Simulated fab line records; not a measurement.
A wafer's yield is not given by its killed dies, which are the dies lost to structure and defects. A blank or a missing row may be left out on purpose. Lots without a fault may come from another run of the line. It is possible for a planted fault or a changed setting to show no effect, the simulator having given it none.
Matching of chambers + flow n5-finfet + N5_BEOL_M1_ETCH_64 on rie-diel-01 has 4 sister chambers
The step etches SOC in N2/H2, target depth 75 nm, overetch 15 nm, time 112.5 s. 8 wafers are shown with their chamber, then 7 later ones without.

EACH WAFER AND ITS CHAMBER
| wafer  | chamber | showerhead-plenum-p-Torr (Torr) | throttle-valve-pct (%) |
|--------|---------|---------------------------------|------------------------|
| L075.2 | 0       | 2.70                            | 17.81                  |
| L075.5 | 0       | 2.70                            | 17.80                  |
| L079.6 | 1       | 2.65                            | 17.31                  |
| L086.1 | 2       | 2.43                            | 17.66                  |
| L086.3 | 1       | 2.64                            | 17.34                  |
| L086.5 | 3       | 2.63                            | 17.86                  |
| L092.2 | 3       | 2.62                            | 17.87                  |
| L092.3 | 2       | 2.43                            | 17.68                  |

WAFERS WHOSE CHAMBER IS MISSING
| wafer  | showerhead-plenum-p-Torr (Torr) | throttle-valve-pct (%) |
|--------|---------------------------------|------------------------|
| L092.4 | 2.68                            | 17.87                  |
| L094.2 | 2.68                            | 17.85                  |
| L094.3 | 2.43                            | 17.69                  |
| L094.5 | 2.68                            | 17.86                  |
| L097.1 | 2.68                            | 17.89                  |
| L097.3 | 2.43                            | 17.70                  |
| L097.5 | 2.68                            | 17.88                  |

THE CHAMBER EACH PASSED THROUGH
| wafer  | from the rows above | in truth |
|--------|---------------------|----------|
| L092.4 | 0                   | 0        |
| L094.2 | 0                   | 0        |
| L094.3 | 2                   | 2        |
| L094.5 | 0                   | 0        |
| L097.1 | 0                   | 0        |
| L097.3 | 2                   | 2        |
| L097.5 | 0                   | 0        |
Correctly placed: 7 of 7. Can't be placed from these rows: 0. 0 placed wrongly.
How it was worked out, from the rows above alone: a wafer's distance from a chamber is the root of the sum, over the readings, of the square of ((its reading less the chamber's mean) divided by the reading's scatter). If the next closest chamber is less than 2 further off than the closest, the wafer can't be placed; otherwise it belongs to the closest. Each chamber's mean is taken over the wafers shown for it. How the scatter is found: for the shown wafers, subtract from each reading the mean of its chamber, square and add these, divide the total by (wafers less chambers), then take the root.
